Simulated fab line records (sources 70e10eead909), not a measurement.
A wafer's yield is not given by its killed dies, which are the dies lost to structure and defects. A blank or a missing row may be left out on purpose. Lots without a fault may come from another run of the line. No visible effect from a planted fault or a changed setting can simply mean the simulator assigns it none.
fab line records | flow nandHarc
[record] lots = 12 wafers = 36 lastDay = 24
route steps=1159 shown A_CONTACT@867 END@1159
lots that met no fault: taken from a fault-free run of the same line
startH: start of the lot's first displayed wafer, in hours after the record's first day | waitH: hours from the lot's prior step to this one | " as in the row above | L1.1+2: a single row standing in for several wafers | - no value, or no start given | * or withheld: withheld | < > ~ a bound
route shown NAME@n: names a module that has steps shown in the file, with the first one's number in the route | usual: mean and standard deviation over wafers with no fault | same: alike in all rows | chamber/n: place in a boat | sites: each site's reading | _std_site: the values' standard deviation | _edge_site: inner sites' mean taken away from outer sites' mean | radiusMm: how far each site lies from the wafer's centre | mask NAME#n: copy n | behind: the most recent tool/chamber to have shaped the wafer | hold: why the lot went on hold/how many hours it stayed there/how the hold came to an end | device: which transistor (n, p or np) failed to switch | end of line: tests run on the same wafers once the route is complete | for a step that has no rows: nothing shown but its recipe | killed: dies that structure and defects cost at the first sort, which is not the same as the wafer's yield | map: shows each die of a wafer: x if killed, . if not, _ if none is there
set.NAME: the run value of the setting; set.NAME@STEP: its run value at that earlier step | model.NAME: the simulator's own value behind a step, which no gauge read
a sample of lots followed through the steps of the route, with each step as a table and each wafer as a row
services: the hour from which a tool's chamber was out of use, counted from the record's first day as startH (under 0 if before that day), plus the number of hours and why
[[steps]]
[step NHARC_A_CONTACT_ETCH_116]
[recipe] sourceW = withheld pressureMtorr = 20 biasV = 3000 timeS = 94 targetDepthA = 9220 arFlowSccm = withheld c4f8FlowSccm = withheld o2FlowSccm = withheld chemistry = C4F8/O2/Ar
[usual] runLengthS = 94/0
// columns lot.wafer tool chamber startH waitH rfHoursCounterH runLengthS
L694.1 harCapEtch-02 1 364.50 0.1 9 94
L694.4 " 0 " " - 94
L694.3 " 1 " " - 94
L693.1 harCapEtch-01 0 368.89 0.1 55 94
L693.5 " 1 " " - 94
L693.6 " 0 " " - 94
L695.2 harCapEtch-02 0 371.43 0.1 10 94
L695.4 " 1 " " - 94
L695.5 " 1 " " - 94
L698.1 harCapEtch-02 1 409.39 0.1 16 94
L698.2 " 0 " " 16 94
L698.3 " 0 " " - 94
L702.2 harCapEtch-01 1 413.66 0.1 62 94
L702.3 " 1 " " - 94
L702.6 " 0 " " - 94
L701.1 harCapEtch-03 0 415.39 0.1 88 94
L701.3 " 0 " " - 94
L701.5 " 1 " " - 94
L700.4 harCapEtch-03 1 419.81 0.1 - 94
L700.3 " 0 " " - 94
L700.5 " 1 " " - 94
L705.1 harCapEtch-02 1 439.85 0.1 22 94
L705.3 " 1 " " - 94
L705.6 " 1 " " - 94
L709.2 harCapEtch-01 0 476.68 0.1 72 94
L709.4 " 1 " " - 94
L709.6 " 1 " " - 94
L713.4 harCapEtch-03 1 492.10 0.1 - 94
L713.5 " 0 " " - 94
L713.6 " 1 " " - 94
L714.2 harCapEtch-03 0 499.00 0.1 105 94
L714.3 " 1 " " - 94
L714.6 " 0 " " - 94
L716.3 harCapEtch-01 0 509.30 0.1 - 94
L716.4 " 1 " " - 94
L716.5 " 0 " " - 94
[step NHARC_A_CONTACT_ETCH_120]
[recipe] sourceW = withheld pressureMtorr = 20 biasV = 3000 timeS = 94 targetDepthA = 9220 arFlowSccm = withheld c4f8FlowSccm = withheld o2FlowSccm = withheld chemistry = C4F8/O2/Ar
[usual] runLengthS = 94/0
// columns lot.wafer tool chamber startH waitH rfHoursCounterH runLengthS
L694.1 harCapEtch-02 1 364.86 0.1 9 94
L694.4 " 0 " " - 94
L694.3 " 1 " " - 94
L693.1 harCapEtch-01 0 369.26 0.1 55 94
L693.5 " 1 " " - 94
L693.6 " 0 " " - 94
L695.2 harCapEtch-02 0 371.79 0.1 10 94
L695.4 " 1 " " - 94
L695.5 " 1 " " - 94
L698.1 harCapEtch-02 1 409.75 0.1 16 94
L698.2 " 0 " " 16 94
L698.3 " 0 " " - 94
L702.2 harCapEtch-01 1 414.03 0.1 62 94
L702.3 " 1 " " - 94
L702.6 " 0 " " - 94
L701.1 harCapEtch-03 0 415.75 0.1 89 94
L701.3 " 0 " " - 94
L701.5 " 1 " " - 94
L700.4 harCapEtch-03 1 420.18 0.1 - 94
L700.3 " 0 " " - 94
L700.5 " 1 " " - 94
L705.1 harCapEtch-02 1 440.21 0.1 23 94
L705.3 " 1 " " - 94
L705.6 " 1 " " - 94
L709.2 harCapEtch-01 0 477.04 0.1 72 94
L709.4 " 1 " " - 94
L709.6 " 1 " " - 94
L713.4 harCapEtch-03 1 492.47 0.1 - 94
L713.5 " 0 " " - 94
L713.6 " 1 " " - 94
L714.2 harCapEtch-03 0 499.36 0.1 105 94
L714.3 " 1 " " - 94
L714.6 " 0 " " - 94
L716.3 harCapEtch-01 0 509.67 0.1 - 94
L716.4 " 1 " " - 94
L716.5 " 0 " " - 94
[step NHARC_A_CONTACT_ETCH_123]
[recipe] sourceW = withheld pressureMtorr = 20 biasV = 400 timeS = 253 targetDepthA = 10900 arFlowSccm = withheld c4f8FlowSccm = 11.5 o2FlowSccm = 7.2 chemistry = C4F8/O2/Ar
[usual] runLengthS = 284.1/0.52
// columns lot.wafer tool chamber startH waitH rfHoursCounterH runLengthS
L694.1 harCapEtch-02 1 365.18 0.1 9 283.4
L694.4 " 0 " " - 283.6
L694.3 " 1 " " - 283.3
L693.1 harCapEtch-01 0 369.57 0.1 56 285.2
L693.5 " 1 " " - 284.2
L693.6 " 0 " " - 285.7
L695.2 harCapEtch-02 0 372.10 0.1 11 283.9
L695.4 " 1 " " - 283.3
L695.5 " 1 " " - 283.5
L698.1 harCapEtch-02 1 410.02 0.1 16 283.4
L698.2 " 0 " " 16 283.5
L698.3 " 0 " " - 284.1
L702.2 harCapEtch-01 1 414.34 0.1 62 284.0
L702.3 " 1 " " - 283.9
L702.6 " 0 " " - 285.1
L701.1 harCapEtch-03 0 416.03 0.1 89 284.3
L701.3 " 0 " " - 283.8
L701.5 " 1 " " - 283.9
L700.4 harCapEtch-03 1 420.53 0.2 - 283.9
L700.3 " 0 " " - 284.0
L700.5 " 1 " " - 284.0
L705.1 harCapEtch-02 1 440.52 0.1 23 283.4
L705.3 " 1 " " - 283.4
L705.6 " 1 " " - 283.4
L709.2 harCapEtch-01 0 477.32 0.1 73 284.9
L709.4 " 1 " " - 284.2
L709.6 " 1 " " - 284.5
L713.4 harCapEtch-03 1 492.86 0.2 - 284.2
L713.5 " 0 " " - 283.8
L713.6 " 1 " " - 283.8
L714.2 harCapEtch-03 0 499.67 0.1 106 283.8
L714.3 " 1 " " - 284.1
L714.6 " 0 " " - 283.8
L716.3 harCapEtch-01 0 510.01 0.2 - 285.4
L716.4 " 1 " " - 283.8
L716.5 " 0 " " - 284.8
[step NHARC_A_CONTACT_ETCH_102]
[recipe] targetDepthA = 700 overetchA = 70 timeS = 38.5 ionEnergyEv = 100 cf4FlowSccm = 80 o2FlowSccm = 20 arFlowSccm = 0 rfW = 300 biasW = 100 chemistry = CF4/O2
[usual] drypumpMotorCurrentA = 5.5/0.4 mfcArSccm = 0.011/0.013 oesProductAu = 0.994/0.015 rfVppV = 197.4/1.3 runLengthS = 60.0/0.45 showerheadPlenumPTorr = 1.32/0.054 throttleValvePct = 13.397/0.01
// columns lot.wafer tool chamber startH waitH drypumpMotorCurrentA mfcArSccm oesProductAu rfHoursCounterH rfVppV runLengthS showerheadPlenumPTorr throttleValvePct
L694.1 rieDiel-03 3 366.34 0.1 5.8 0 0.972 29 194.8 60.6 1.27 13.395
L694.3 " 0 " " 5.1 0 1.014 27 196.9 60.0 1.30 13.415
L694.4 " 1 " " 5.4 0 0.990 - 198.5 60.7 1.37 13.385
L693.1 rieDiel-03 1 370.62 0.1 5.4 0 0.971 25 199.3 60.5 1.37 13.387
L693.5 " 1 " " 5.4 0 0.975 - 197.8 60.5 1.37 13.390
L693.6 " 2 " " 6.2 0.030 1.001 - 197.5 59.2 1.24 13.391
L695.4 rieDiel-04 2 373.42 0.1 5.4 0.027 0.992 32 196.9 59.7 1.30 13.372
L695.2 " 3 " " 5.6 0 0.989 31 198.7 59.1 1.34 13.392
L695.5 " 3 " " 5.6 0 0.990 - 197.1 59.9 1.34 13.390
L698.1 rieDiel-03 3 411.13 0.1 5.7 0 0.975 2 196.7 60.5 1.27 13.410
L698.2 " 0 " " 5.1 0 0.994 2 196.8 60.2 1.30 13.391
L698.3 " 2 " " 6.2 0.030 1.018 2 194.7 59.4 1.24 13.382
L702.3 rieDiel-03 1 415.41 0.1 5.4 0 0.988 4 198.7 60.7 1.36 13.397
L702.2 " 0 " " 5.1 0 1.004 3 197.0 60.1 1.30 13.404
L702.6 " 2 " " 6.2 0.030 1.003 - 196.3 59.3 1.24 13.420
L701.1 rieDiel-03 0 417.15 0.1 5.1 0 1.005 3 198.1 60.2 1.30 13.384
L701.3 " 1 " " 5.4 0 0.993 4 197.5 60.2 1.36 13.403
L701.5 " 3 " " 5.7 0 0.968 - 196.0 60.5 1.26 13.393
L700.4 rieDiel-03 2 421.53 0.1 6.2 0.030 1.014 5 195.7 59.8 1.24 13.403
L700.3 " 0 " " 5.1 0 0.996 4 196.0 60.1 1.30 13.386
L700.5 " 2 " " 6.2 0.030 1.010 - 195.4 59.3 1.24 13.393
L705.1 rieDiel-01 1 441.72 0.1 5.3 0.019 1.006 45 198.5 59.8 1.42 13.410
L705.3 " 3 " " 5.0 0.030 1.006 42 196.3 60.0 1.25 13.409
L705.6 " 1 " " 5.3 0.019 1.005 - 198.6 60.0 1.42 13.419
L709.2 rieDiel-03 0 478.60 0.1 5.1 0 0.984 16 197.1 54.1 1.30 13.387
L709.4 " 3 " " 5.8 0 0.969 16 196.1 60.4 1.26 13.406
L709.6 " 1 " " 5.4 0 0.994 - 198.4 60.0 1.36 13.389
L713.4 rieDiel-03 1 493.86 0.1 5.4 0 1.001 19 198.7 60.3 1.36 13.390
L713.5 " 0 " " 5.1 0 0.990 - 197.8 54.2 1.30 13.407
L713.6 " 1 " " 5.4 0 0.986 - 198.2 60.3 1.36 13.394
L714.3 rieDiel-04 1 500.91 0.1 6.0 0.026 0.993 14 197.8 59.6 1.33 13.384
L714.2 " 2 " " 5.4 0.027 0.994 13 198.8 60.2 1.29 13.393
L714.6 " 1 " " 5.9 0.026 1.000 - 196.9 59.4 1.34 13.401
L716.3 rieDiel-01 3 511.02 0.0 5.0 0.030 0.992 3 196.5 60.0 1.25 13.403
L716.4 " 2 " " 6.2 0 1.007 3 197.3 60.1 1.34 13.387
L716.5 " 0 " " 5.8 0 0.978 - 198.6 60.2 1.36 13.394
[step NHARC_END_SORT_01]
[recipe] tempC = 25
[usual] killedAtArray = 31/11 killedAtOther = 0.5/0.78 killedAtPeriphery = 3.0/2 killedDies = 34/12 killedOpen = 3.2/2 killedShort = 1.9/1.6
[same] grossDies = 677
// columns lot.wafer tool chamber startH waitH hold killedAtArray killedAtOther killedAtPeriphery killedDies killedOpen killedShort
L694.1 prober-01 0 445.67 2.5 - 39 1 4 44 8 2
L694.3 prober-01 0 447.27 3.1 - 34 0 7 41 7 0
L694.4 prober-01 0 448.07 3.4 - 31 0 1 32 3 1
L693.1 prober-02 0 453.41 2.5 - 15 0 2 17 1 2
L693.5 prober-02 0 456.62 3.7 - 18 0 4 22 3 3
L693.6 prober-02 0 457.42 4.0 - 24 3 4 31 4 1
L695.2 prober-02 0 461.97 2.8 - 35 0 2 37 2 1
L695.4 prober-02 0 463.53 3.3 - 30 0 6 36 0 2
L695.5 prober-02 0 464.31 3.6 - 41 1 3 45 4 4
L698.1 prober-02 0 481.46 2.5 - 24 1 3 28 2 3
L698.2 prober-02 0 482.26 2.8 - 23 2 1 26 2 1
L698.3 prober-02 0 483.06 3.1 - 32 1 4 37 7 3
L702.2 prober-02 0 490.05 2.8 - 20 0 1 21 5 0
L702.3 prober-02 0 490.86 3.1 - 11 1 1 13 3 1
L702.6 prober-02 0 493.29 4.0 - 14 0 1 15 0 3
L700.3 prober-01 0 491.09 3.1 - 28 0 2 30 1 1
L700.4 prober-01 0 491.90 3.5 - 44 0 2 46 6 1
L700.5 prober-01 0 492.72 3.8 - 46 3 4 53 4 2
L701.1 prober-02 0 497.09 2.5 - 43 1 2 46 0 2
L701.3 prober-02 0 498.69 3.1 - 38 1 0 39 2 1
L701.5 prober-02 0 500.29 3.7 - 51 0 4 55 4 4
L705.1 prober-01 0 510.01 2.5 - 13 0 4 17 3 3
L705.3 prober-01 0 511.60 3.1 - 20 1 3 24 3 7
L705.6 prober-01 0 513.98 4.0 - 17 1 4 22 3 0
L709.2 prober-02 0 557.20 2.8 awaitDispo/4.0h/release 674 0 3 677 2 2
L709.4 prober-02 0 558.81 3.4 awaitDispo/4.0h/release 28 1 0 29 1 1
L709.6 prober-02 0 560.43 4.0 awaitDispo/4.0h/release 31 1 1 33 4 3
L714.2 prober-01 0 570.78 2.8 - 50 1 7 58 2 1
L714.3 prober-01 0 571.60 3.1 - 45 0 3 48 1 2
L714.6 prober-01 0 574.04 4.1 - 55 1 7 63 7 2
L713.4 prober-02 0 574.33 3.4 awaitDispo/3.7h/release 24 0 3 27 3 1
L713.5 prober-02 0 575.12 3.7 awaitDispo/3.7h/release 674 0 3 677 3 3
L713.6 prober-02 0 575.91 4.0 awaitDispo/3.7h/release 34 0 2 36 2 2
L716.3 prober-01 0 579.50 3.1 - 22 0 0 22 2 3
L716.4 prober-01 0 580.29 3.4 - 21 1 1 23 3 2
L716.5 prober-01 0 581.09 3.7 - 15 0 1 16 3 1
// killed by level:class
L694.1 A_CHANNEL_HOLE_D1:chamberFilmFlake=15 A_STAIRCASE:chamberFilmFlake=7 A_SLIT:chamberFilmFlake=5 A_SGD_CUT:geometricParticle:open=2 A_SGD_CUT:chamberFilmFlake=2 P_M0:geometricParticle:open=1 P_M0:geometricParticle:short=1 A_ONON_D1:geometricParticle:open=1
L694.3 A_CHANNEL_HOLE_D1:chamberFilmFlake=13 A_SLIT:chamberFilmFlake=11 P_ZERO_WELL:chamberFilmFlake=4 A_CONTACT:geometricParticle:open=2 P_GATE:geometricParticle:open=1 A_CHANNEL_HOLE_D1:geometricParticle:open=1 A_SGD_CUT:geometricParticle:open=1 A_WL_FILL:geometricParticle:open=1
L694.4 A_CHANNEL_HOLE_D1:chamberFilmFlake=11 A_SLIT:chamberFilmFlake=8 A_STAIRCASE:chamberFilmFlake=7 A_ONON_D1:geometricParticle:short=1 A_WL_FILL:geometricParticle:open=1 A_CONTACT:geometricParticle:open=1 A_M0:geometricParticle:open=1 P_ZERO_WELL:chamberFilmFlake=1
L693.1 A_SLIT:chamberFilmFlake=11 A_CHANNEL_HOLE_D1:chamberFilmFlake=2 P_CONTACT:geometricParticle:open=1 A_CHANNEL_HOLE_D1:geometricParticle:short=1 A_CHANNEL_FILL_D1:geometricParticle:short=1 P_ZERO_WELL:chamberFilmFlake=1
L693.5 A_SLIT:chamberFilmFlake=10 P_ZERO_WELL:chamberFilmFlake=3 A_CHANNEL_HOLE_D1:geometricParticle:short=2 A_CHANNEL_FILL_D1:geometricParticle:open=1 A_WL_FILL:geometricParticle:short=1 A_M0:geometricParticle:open=1 A_M1:geometricParticle:open=1 P_GATE:chamberFilmFlake=1
L693.6 A_SLIT:chamberFilmFlake=8 A_CHANNEL_HOLE_D1:chamberFilmFlake=7 A_STAIRCASE:chamberFilmFlake=3 THIN_TSV:chamberFilmFlake=3 A_M0:geometricParticle:open=2 P_ZERO_WELL:chamberFilmFlake=2 A_CONTACT:chamberFilmFlake=2 P_CONTACT:geometricParticle:open=1
L695.2 A_CHANNEL_HOLE_D1:chamberFilmFlake=17 A_SLIT:chamberFilmFlake=10 A_CONTACT:chamberFilmFlake=4 P_BONDPAD:chamberFilmFlake=2 A_WL_FILL:geometricParticle:short=1 A_CONTACT:geometricParticle:open=1 A_BLC:geometricParticle:open=1 A_STAIRCASE:chamberFilmFlake=1
L695.4 A_CHANNEL_HOLE_D1:chamberFilmFlake=18 A_SLIT:chamberFilmFlake=6 P_BONDPAD:chamberFilmFlake=5 A_CONTACT:geometricParticle:short=2 A_CONTACT:chamberFilmFlake=2 P_STI:chamberFilmFlake=1 A_STAIRCASE:chamberFilmFlake=1 A_WL_FILL:chamberFilmFlake=1
L695.5 A_CHANNEL_HOLE_D1:chamberFilmFlake=12 A_SLIT:chamberFilmFlake=11 A_STAIRCASE:chamberFilmFlake=7 A_CONTACT:chamberFilmFlake=4 A_WL_FILL:geometricParticle:short=2 P_CONTACT:geometricParticle:open=1 P_M0:geometricParticle:open=1 A_ONON_D1:geometricParticle:short=1
L698.1 A_SLIT:chamberFilmFlake=11 A_ZERO_WELL:chamberFilmFlake=4 A_CONTACT:geometricParticle:open=2 A_ONON_D1:geometricParticle:short=1 A_CHANNEL_HOLE_D1:geometricParticle:short=1 A_SGD_CUT:geometricParticle:short=1 P_ZERO_WELL:chamberFilmFlake=1 P_STI:chamberFilmFlake=1
L698.2 A_SLIT:chamberFilmFlake=8 A_CHANNEL_HOLE_D1:chamberFilmFlake=4 A_STAIRCASE:chamberFilmFlake=4 A_CONTACT:chamberFilmFlake=2 THIN_TSV:chamberFilmFlake=2 A_CONTACT:geometricParticle:open=1 A_M0:geometricParticle:short=1 A_M0:geometricParticle:open=1
L698.3 A_SLIT:chamberFilmFlake=15 A_CHANNEL_HOLE_D1:chamberFilmFlake=3 A_STAIRCASE:chamberFilmFlake=3 P_M0:geometricParticle:open=2 A_STAIRCASE:geometricParticle:open=2 A_ZERO_WELL:chamberFilmFlake=2 P_STI:geometricParticle:short=1 A_ONON_D1:geometricParticle:open=1
L702.2 A_ZERO_WELL:chamberFilmFlake=5 A_CHANNEL_HOLE_D1:chamberFilmFlake=4 A_STAIRCASE:chamberFilmFlake=4 A_WL_FILL:geometricParticle:open=3 A_CHANNEL_FILL_D1:chamberFilmFlake=3 P_M0:geometricParticle:open=1 A_CHANNEL_HOLE_D1:geometricParticle:open=1
L702.3 A_STAIRCASE:chamberFilmFlake=5 A_CONTACT:geometricParticle:open=2 A_CONTACT:chamberFilmFlake=2 P_CONTACT:geometricParticle:short=1 A_CHANNEL_FILL_D1:geometricParticle:open=1 A_CHANNEL_HOLE_D1:chamberFilmFlake=1 THIN_TSV:chamberFilmFlake=1
L700.3 A_CHANNEL_HOLE_D1:chamberFilmFlake=12 A_SLIT:chamberFilmFlake=10 A_CONTACT:chamberFilmFlake=3 P_CONTACT:geometricParticle:short=1 P_M2:geometricParticle:open=1 A_CHANNEL_FILL_D1:chamberFilmFlake=1 A_STAIRCASE:chamberFilmFlake=1 A_WL_FILL:chamberFilmFlake=1
L700.4 A_SLIT:chamberFilmFlake=17 A_CHANNEL_HOLE_D1:chamberFilmFlake=12 A_STAIRCASE:chamberFilmFlake=6 A_WL_FILL:chamberFilmFlake=3 A_CONTACT:geometricParticle:open=2 P_M0:geometricParticle:open=1 P_M2:geometricParticle:open=1 A_CHANNEL_FILL_D1:geometricParticle:short=1
L700.5 A_CHANNEL_HOLE_D1:chamberFilmFlake=19 A_SLIT:chamberFilmFlake=12 A_STAIRCASE:chamberFilmFlake=4 A_CONTACT:chamberFilmFlake=4 A_CONTACT:geometricParticle:open=2 P_GATE:chamberFilmFlake=2 A_WL_FILL:chamberFilmFlake=2 THIN_TSV:chamberFilmFlake=2
L702.6 A_CHANNEL_HOLE_D1:chamberFilmFlake=4 A_CONTACT:chamberFilmFlake=3 A_STAIRCASE:chamberFilmFlake=3 P_CONTACT:geometricParticle:short=1 A_CHANNEL_FILL_D1:geometricParticle:short=1 A_BLC:geometricParticle:short=1 A_ZERO_WELL:chamberFilmFlake=1 A_SLIT:chamberFilmFlake=1
L701.1 A_CHANNEL_HOLE_D1:chamberFilmFlake=20 A_SLIT:chamberFilmFlake=12 A_STAIRCASE:chamberFilmFlake=7 A_WL_FILL:geometricParticle:short=2 A_CONTACT:chamberFilmFlake=2 P_ZERO_WELL:chamberFilmFlake=1 P_GATE:chamberFilmFlake=1 THIN_TSV:chamberFilmFlake=1
L701.3 A_SLIT:chamberFilmFlake=15 A_CHANNEL_HOLE_D1:chamberFilmFlake=12 A_STAIRCASE:chamberFilmFlake=7 A_WL_FILL:geometricParticle:short=1 A_CONTACT:geometricParticle:open=1 A_BLC:geometricParticle:open=1 A_CONTACT:chamberFilmFlake=1 THIN_TSV:chamberFilmFlake=1
L701.5 A_CHANNEL_HOLE_D1:chamberFilmFlake=23 A_SLIT:chamberFilmFlake=14 A_STAIRCASE:chamberFilmFlake=6 A_WL_FILL:geometricParticle:open=3 P_CONTACT:geometricParticle:short=2 A_CONTACT:chamberFilmFlake=2 P_M0:geometricParticle:open=1 A_CHANNEL_FILL_D1:geometricParticle:short=1
L705.1 A_CHANNEL_HOLE_D1:chamberFilmFlake=4 A_CHANNEL_FILL_D1:geometricParticle:short=2 P_M1:chamberFilmFlake=2 A_STAIRCASE:chamberFilmFlake=2 A_CONTACT:chamberFilmFlake=2 P_M1:geometricParticle:open=1 A_ONON_D1:geometricParticle:short=1 A_CHANNEL_FILL_D1:geometricParticle:open=1
L705.3 A_CONTACT:chamberFilmFlake=6 P_M1:chamberFilmFlake=3 A_SOURCE_PLATE:geometricParticle:short=2 A_CONTACT:geometricParticle:open=2 A_CONTACT:geometricParticle:short=2 A_STAIRCASE:chamberFilmFlake=2 A_CHANNEL_HOLE_D1:geometricParticle:short=1 A_CHANNEL_FILL_D1:geometricParticle:short=1
L705.6 A_CONTACT:chamberFilmFlake=8 A_CHANNEL_HOLE_D1:chamberFilmFlake=5 P_GATE:geometricParticle:open=2 P_M1:chamberFilmFlake=2 A_ZERO_WELL:chamberFilmFlake=2 A_CONTACT:geometricParticle:open=1 HYBRID_BOND:chamberFilmFlake=1 A_STAIRCASE:chamberFilmFlake=1
L709.2 A_CONTACT:areaEtch=640 A_CHANNEL_HOLE_D1:chamberFilmFlake=23 A_CONTACT:chamberFilmFlake=6 A_ONON_D1:geometricParticle:short=2 P_CONTACT:geometricParticle:open=1 A_CHANNEL_FILL_D1:geometricParticle:open=1 P_GATE:chamberFilmFlake=1 P_M1:chamberFilmFlake=1
L709.4 A_CHANNEL_HOLE_D1:chamberFilmFlake=20 A_CONTACT:chamberFilmFlake=5 A_ONON_D1:geometricParticle:short=1 A_M0:geometricParticle:open=1 A_CHANNEL_FILL_D1:chamberFilmFlake=1 THIN_TSV:chamberFilmFlake=1
L709.6 A_CHANNEL_HOLE_D1:chamberFilmFlake=20 A_CONTACT:chamberFilmFlake=3 A_M0:geometricParticle:open=2 A_ONON_D1:geometricParticle:open=1 A_ONON_D1:geometricParticle:short=1 A_CHANNEL_FILL_D1:geometricParticle:open=1 A_WL_FILL:geometricParticle:short=1 A_M1:geometricParticle:short=1
L714.2 A_CHANNEL_HOLE_D1:chamberFilmFlake=24 A_SLIT:chamberFilmFlake=19 P_STI:chamberFilmFlake=3 A_CONTACT:chamberFilmFlake=3 P_BONDPAD:chamberFilmFlake=2 A_WL_FILL:chamberFilmFlake=2 P_STI:geometricParticle:short=1 P_M1:geometricParticle:open=1
L714.3 A_SLIT:chamberFilmFlake=19 A_CHANNEL_HOLE_D1:chamberFilmFlake=15 A_CONTACT:chamberFilmFlake=6 A_CHANNEL_FILL_D1:geometricParticle:short=1 A_SGD_CUT:geometricParticle:short=1 A_CONTACT:geometricParticle:open=1 P_ZERO_WELL:chamberFilmFlake=1 P_GATE:chamberFilmFlake=1
L714.6 A_CHANNEL_HOLE_D1:chamberFilmFlake=19 A_SLIT:chamberFilmFlake=19 P_GATE:chamberFilmFlake=4 A_CONTACT:chamberFilmFlake=4 A_CONTACT:geometricParticle:open=3 A_CHANNEL_FILL_D1:geometricParticle:open=2 A_WL_FILL:chamberFilmFlake=2 A_M0:chamberFilmFlake=2
L713.4 A_CHANNEL_HOLE_D1:chamberFilmFlake=7 A_SGD_CUT:chamberFilmFlake=4 A_BLC:chamberFilmFlake=3 A_M0:chamberFilmFlake=3 P_GATE:chamberFilmFlake=2 A_CONTACT:chamberFilmFlake=2 P_BONDPAD:chamberFilmFlake=1 A_ONON_D1:geometricParticle:open=1
L713.5 A_CONTACT:areaEtch=643 A_BLC:chamberFilmFlake=9 A_CHANNEL_HOLE_D1:chamberFilmFlake=8 A_CONTACT:chamberFilmFlake=4 A_SGD_CUT:chamberFilmFlake=3 A_WL_FILL:geometricParticle:short=2 A_M0:chamberFilmFlake=2 P_CONTACT:geometricParticle:open=1
L713.6 A_CHANNEL_HOLE_D1:chamberFilmFlake=9 A_CONTACT:chamberFilmFlake=8 A_M0:chamberFilmFlake=6 A_BLC:chamberFilmFlake=5 A_SGD_CUT:chamberFilmFlake=2 P_CONTACT:geometricParticle:short=1 A_CHANNEL_FILL_D1:geometricParticle:short=1 A_CHANNEL_FILL_D1:geometricParticle:open=1
L716.3 A_CHANNEL_HOLE_D1:chamberFilmFlake=11 A_CONTACT:chamberFilmFlake=3 A_WL_FILL:chamberFilmFlake=2 A_CHANNEL_HOLE_D1:geometricParticle:open=1 A_CHANNEL_FILL_D1:geometricParticle:short=1 A_WL_FILL:geometricParticle:short=1 A_BLC:geometricParticle:short=1 A_M0:geometricParticle:open=1
L716.4 A_CHANNEL_HOLE_D1:chamberFilmFlake=12 A_CONTACT:chamberFilmFlake=4 A_STAIRCASE:chamberFilmFlake=2 P_STI:geometricParticle:open=1 A_ONON_D1:geometricParticle:short=1 A_CHANNEL_FILL_D1:geometricParticle:short=1 A_SGD_CUT:geometricParticle:open=1 STARTING-WAFER:geometricParticle:open=1
L716.5 A_CHANNEL_HOLE_D1:chamberFilmFlake=7 A_WL_FILL:chamberFilmFlake=2 A_CONTACT:chamberFilmFlake=2 P_CONTACT:geometricParticle:open=1 A_SGD_CUT:geometricParticle:short=1 A_SGD_CUT:geometricParticle:open=1 A_M1:geometricParticle:open=1 A_SLIT:chamberFilmFlake=1
[[services]]
// columns tool chamber startH hours kind
rieDiel-03 0 346.83 - clean
rieDiel-03 1 346.83 - clean
rieDiel-03 2 346.83 - clean
rieDiel-03 3 346.83 - clean
rieDiel-03 - 360.97 0.3 repair
rieDiel-03 0 371.36 - clean
rieDiel-03 1 371.36 - clean
rieDiel-03 2 371.36 - clean
rieDiel-03 3 371.36 - clean
rieDiel-01 0 390.21 8.2 repair
rieDiel-03 - 392.33 9.0 pm
rieDiel-03 0 392.33 9.0 ventCycle
rieDiel-03 1 392.33 9.0 ventCycle
rieDiel-03 2 392.33 9.0 ventCycle
rieDiel-03 3 392.33 9.0 ventCycle
rieDiel-03 0 401.33 - clean
rieDiel-03 1 401.33 - clean
rieDiel-03 2 401.33 - clean
rieDiel-03 3 401.33 - clean
rieDiel-03 0 425.99 - clean
rieDiel-03 1 425.99 - clean
rieDiel-04 - 465.97 9.0 pm
rieDiel-03 3 487.55 4.3 repair
rieDiel-01 - 491.88 9.0 pm
[[key]]
[firstSign] step = NHARC_A_CONTACT_ETCH_102 reading = runLengthS direction = down sigmas = 13 usual = * struck = *
[effect] step = NHARC_END_SORT_01 reading = killedAtArray direction = up sigmas = 58 usual = 31 struck = 674
[moreKillsBornAt] NHARC_A_CONTACT_ETCH_102@rieDiel-03 = 1283
metAt NHARC_A_CONTACT_ETCH_102
struckLots L709,L713
struckWafers L709.2,L713.5
laterRowsLeftOut L709.2,L713.5
testerLeftOut L709,L713
notActingAt NHARC_A_CONTACT_ETCH_116,NHARC_A_CONTACT_ETCH_120,NHARC_A_CONTACT_ETCH_123
onsetBetween 421.53 478.60
[fault] kind = processParameterDrift tool = rieDiel-03 chamber = 0 onsetH = 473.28 steps = NHARC_A_CONTACT_ETCH_102 channel = timeS offset = * shape = step endH = 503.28 actsIn = * stated = *
// testerLeftOut: of these lots the tester's yield and bins aren't shown, on N5 and GAA mostly nor the transistor test; their killed dies are dies lost to structure and defects alone, not to doping, threshold or leakage, so they don't give the yield
// laterRowsLeftOut: the simulator's readings of these wafers behind a module that went badly wrong aren't trusted and aren't shown, but for the sort
